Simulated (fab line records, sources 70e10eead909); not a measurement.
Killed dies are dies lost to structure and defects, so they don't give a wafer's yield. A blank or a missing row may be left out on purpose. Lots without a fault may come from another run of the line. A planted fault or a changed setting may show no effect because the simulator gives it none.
Which tool did it? | flow nand_harc | 14 lots, 41 wafers sampled, at 6 steps of a route of 1159

WHAT THE GAUGES READ, wafer by wafer
NHARC_P_BONDPAD_INSPECT_23. Usual: raw_defect_count 353, standard deviation 120.
lot  | measured     | on                | raw_defect_count | flag
L837 | day 6 10:47  | defect_inspect-02 | 280 370 369      |
L838 | day 6 22:07  | defect_inspect-01 | 360 151 260      |
L840 | day 7 04:56  | defect_inspect-02 | 437 476 310      |
L841 | day 7 05:42  | defect_inspect-01 | 215 446 308      |
L839 | day 7 06:16  | defect_inspect-01 | 261 341 619      |
L843 | day 8 02:32  | defect_inspect-02 | 354 277 275      |
L846 | day 8 14:57  | defect_inspect-01 | 204 359 323      |
L847 | day 8 22:25  | defect_inspect-01 | 469 195 228      |
L848 | day 9 15:57  | defect_inspect-02 | 431 277 315      |
L849 | day 9 16:43  | defect_inspect-01 | 491 349 375      |
L851 | day 10 08:46 | defect_inspect-01 | 317 325 397      |
L852 | day 10 09:23 | defect_inspect-01 | 558 464 371      |
L854 | day 10 23:52 | defect_inspect-02 | 148 185          |
L860 | day 12 08:06 | defect_inspect-02 | 368 336 296      |

NHARC_A_ZERO_WELL_CD_MEAS_10: target cd 2000 nm. Usual: cd_nm 2000.9 nm, standard deviation 1.8.
lot  | measured     | on        | cd_nm (nm)           | flag
L837 | day 6 12:11  | cd_sem-03 | 1999.1 1998.7 2000.2 |
L838 | day 6 23:29  | cd_sem-02 | 1999.2 2001.9 1997.1 |
L840 | day 7 06:12  | cd_sem-02 | 1999.7 1999.8 2000.5 |
L841 | day 7 07:01  | cd_sem-03 | 2001.7 1999.0 2003.9 |
L839 | day 7 07:28  | cd_sem-02 | 2002.0 2000.4 2002.7 |
L843 | day 8 03:51  | cd_sem-02 | 2002.3 2000.8 2003.2 |
L846 | day 8 16:08  | cd_sem-03 | 2004.3 2001.9 2005.5 |
L847 | day 8 23:35  | cd_sem-02 | 1999.4 2002.6 1999.0 |
L848 | day 9 17:16  | cd_sem-02 | 2000.0 1999.0 1999.0 |
L849 | day 9 18:11  | cd_sem-01 | 2001.2 2000.7 2001.6 |
L851 | day 10 10:05 | cd_sem-02 | 2001.9 2003.2 2000.5 |
L852 | day 10 10:34 | cd_sem-03 | 2001.8 2002.2 2001.3 |
L854 | day 11 01:12 | cd_sem-03 | 1998.7 1997.9        |
L860 | day 12 09:17 | cd_sem-01 | 2000.1 2001.6 2002.9 |

NHARC_A_SOURCE_PLATE_THK_MEAS_09: measures by ellipsometry. Usual: thk_nm 9.8 nm, standard deviation 1.1.
lot  | measured     | on            | thk_nm (nm)    | flag
L837 | day 6 18:19  | film_metro-01 | 9.5 10.1 10.9  |
L838 | day 7 08:41  | film_metro-02 | 9.1 9.6 9.7    |
L840 | day 7 14:56  | film_metro-01 | 11.4 10.6 10.9 |
L841 | day 7 14:55  | film_metro-02 | 7.8 9.8 9.5    |
L839 | day 7 14:55  | film_metro-01 | 8.7 8.9 9.0    |
L843 | day 8 13:35  | film_metro-01 | 9.8 9.0 10.2   |
L846 | day 9 01:01  | film_metro-01 | 9.3 9.4 10.0   |
L847 | day 9 08:42  | film_metro-02 | 11.7 9.6 8.6   |
L848 | day 10 02:44 | film_metro-01 | 8.2 8.6 9.6    |
L849 | day 10 02:44 | film_metro-02 | 8.0 10.5 8.1   |
L851 | day 10 18:43 | film_metro-01 | 11.4 10.8 8.5  |
L852 | day 10 18:43 | film_metro-02 | 9.8 8.2 9.4    |
L854 | day 11 10:03 | film_metro-01 | 8.6 8.6        |
L860 | day 12 16:56 | film_metro-01 | 9.7 10.1 10.7  |

NHARC_A_ONON_D1_THK_MEAS_02: measures by ellipsometry. Usual: thk_nm 1001 nm, standard deviation 6.1.
lot  | measured     | on            | thk_nm (nm)    | flag
L837 | day 7 08:06  | film_metro-01 | 1005 1007 1003 |
L838 | day 7 22:24  | film_metro-02 | 998 996 996    |
L840 | day 8 04:40  | film_metro-01 | 1000 1000 1001 |
L841 | day 8 04:43  | film_metro-02 | 1005 1005 1007 |
L839 | day 8 04:40  | film_metro-02 | 1000 1000 1000 |
L843 | day 9 04:32  | film_metro-02 | 1005 1006 1005 |
L846 | day 9 14:47  | film_metro-01 | 1010 1012 1009 |
L847 | day 9 23:46  | film_metro-01 | 1003 1001 1002 |
L848 | day 10 16:38 | film_metro-02 | 990 989 988    |
L849 | day 10 16:37 | film_metro-02 | 1010 1008 1009 |
L851 | day 11 08:13 | film_metro-02 | 1003 1005 1005 |
L852 | day 11 08:13 | film_metro-01 | 998 998 999    |
L854 | day 12 00:16 | film_metro-01 | 1428 996       | OFF
L860 | day 13 08:56 | film_metro-02 | 1436 1002 1436 | OFF

NHARC_END_SORT_01. Usual: killed_at_array 27, standard deviation 8; killed_at_other 0.8, standard deviation 1.2; killed_at_periphery 3.3, standard deviation 2.3; killed_dies 31, standard deviation 8.8; killed_open 3.2, standard deviation 2.1; killed_short 2.1, standard deviation 1.4.
lot  | measured     | on        | killed_at_array | killed_at_other | killed_at_periphery | killed_dies | killed_open | killed_short | flag
L837 | day 19 09:50 | prober-02 | 25 35 22        | 1 0 1           | 3 3 3               | 29 38 26    | 4 11 4      | 1 4 3        |
L838 | day 20 05:32 | prober-02 | 33 35 28        | 0 0 1           | 0 0 2               | 33 35 31    | 3 5 2       | 3 1 3        |
L840 | day 20 06:18 | prober-01 | 27 23 24        | 0 0 0           | 9 8 10              | 36 31 34    | 3 5 4       | 3 2 5        |
L841 | day 19 21:44 | prober-02 | 28 29 17        | 1 0 0           | 0 2 1               | 29 31 18    | 3 4 7       | 2 3 1        |
L839 | day 20 14:07 | prober-01 | 24 28 24        | 1 0 0           | 2 4 3               | 27 32 27    | 3 0 6       | 2 6 5        |
L843 | day 21 03:25 | prober-01 | 24 25 25        | 1 3 1           | 1 2 2               | 26 30 28    | 3 2 1       | 1 2 1        |
L846 | day 21 13:59 | prober-02 | 16 27 21        | 0 0 0           | 3 4 2               | 19 31 23    | 3 4 3       | 2 3 0        |
L847 | day 21 21:26 | prober-01 | 16 22 14        | 0 0 1           | 1 2 4               | 17 24 19    | 3 1 3       | 2 2 2        |
L848 | day 23 01:47 | prober-01 | 43 30 29        | 4 0 2           | 1 2 5               | 48 32 36    | 1 2 2       | 1 0 1        |
L849 | day 22 04:27 | prober-01 | 20 24 20        | 3 2 3           | 5 1 3               | 28 27 26    | 4 5 1       | 3 1 4        |
L851 | day 23 01:43 | prober-02 | 26 36 18        | 1 1 0           | 7 1 1               | 34 38 19    | 2 3 2       | 1 5 1        |
L852 | day 23 09:38 | prober-02 | 13 20 20        | 2 1 2           | 2 2 1               | 17 23 23    | 2 2 2       | 0 4 1        |
L854 | day 24 09:04 | prober-01 | 675 29          | 0 1             | 2 2                 | 677 32      | 6 4         | 4 1          | OFF
L860 | day 25 05:31 | prober-02 | 673 29 675      | 0 3 0           | 4 2 2               | 677 34 677  | 3 2 2       | 0 3 4        | OFF

WHICH TOOL RAN EACH LOT (tool, then ch and the chambers of the sampled wafers, then the start)
lot  | NHARC_A_ONON_D1_DEP_00
L837 | pecvd_onon-02 ch 0, day 7 07:38
L838 | pecvd_onon-01 ch 0, day 7 21:52
L840 | pecvd_onon-01 ch 0, day 8 04:13
L841 | pecvd_onon-02 ch 0, day 8 04:12
L839 | pecvd_onon-04 ch 0, day 8 04:13
L843 | pecvd_onon-02 ch 0, day 9 04:01
L846 | pecvd_onon-04 ch 0, day 9 14:17
L847 | pecvd_onon-01 ch 0, day 9 23:18
L848 | pecvd_onon-04 ch 0, day 10 16:07
L849 | pecvd_onon-02 ch 0, day 10 16:06
L851 | pecvd_onon-02 ch 0, day 11 07:42
L852 | pecvd_onon-01 ch 0, day 11 07:42
L854 | pecvd_onon-01 ch 0, day 11 23:59
L860 | pecvd_onon-01 ch 0, day 13 08:26
- NHARC_A_ONON_D1_DEP_00: target thk 1000 nm.

WHAT THE TOOLS THEMSELVES READ (means of the sampled wafers that have a number; where no wafer has one, the mark that the record gives instead)
The record holds no such reading with a usual standard deviation.

THE ANSWER, worked out from the rows above alone
Rule: a lot is off if the mean of its wafers that have a number lies more than 3 standard deviations from the usual mean. A lot without any number at a reading at which 4 lots or more have one is off too. The other lots that the step has rows for count as sound. The gauges are gone through in route order, then the tools' own readings, and for those a lot's mean is taken as printed above. The first step at which some lot is off is used, and at that step the reading that is off furthest; a lot without a number counts as furthest.
Off: L854, L860, at NHARC_A_ONON_D1_THK_MEAS_02 (thk_nm).
A tool fits if, at a process step before that reading, it ran every lot that is off, and no sound lot after the first of them. The gauges at NHARC_A_ONON_D1_THK_MEAS_02 aren't tried: what is off there is off at NHARC_END_SORT_01 too, on other tools, and a gauge's error can't cause that. One fits: pecvd_onon-01 at NHARC_A_ONON_D1_DEP_00. Its last sound lot is L852 (day 11 07:42), its first lot that is off L854 (day 11 23:59): a fault that began between those two fits.

WHAT THE SIMULATOR HAD PUT IN
Process parameter drift: pecvd_onon-01, from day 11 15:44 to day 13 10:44, at NHARC_A_ONON_D1_DEP_00. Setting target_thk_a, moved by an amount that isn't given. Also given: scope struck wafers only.
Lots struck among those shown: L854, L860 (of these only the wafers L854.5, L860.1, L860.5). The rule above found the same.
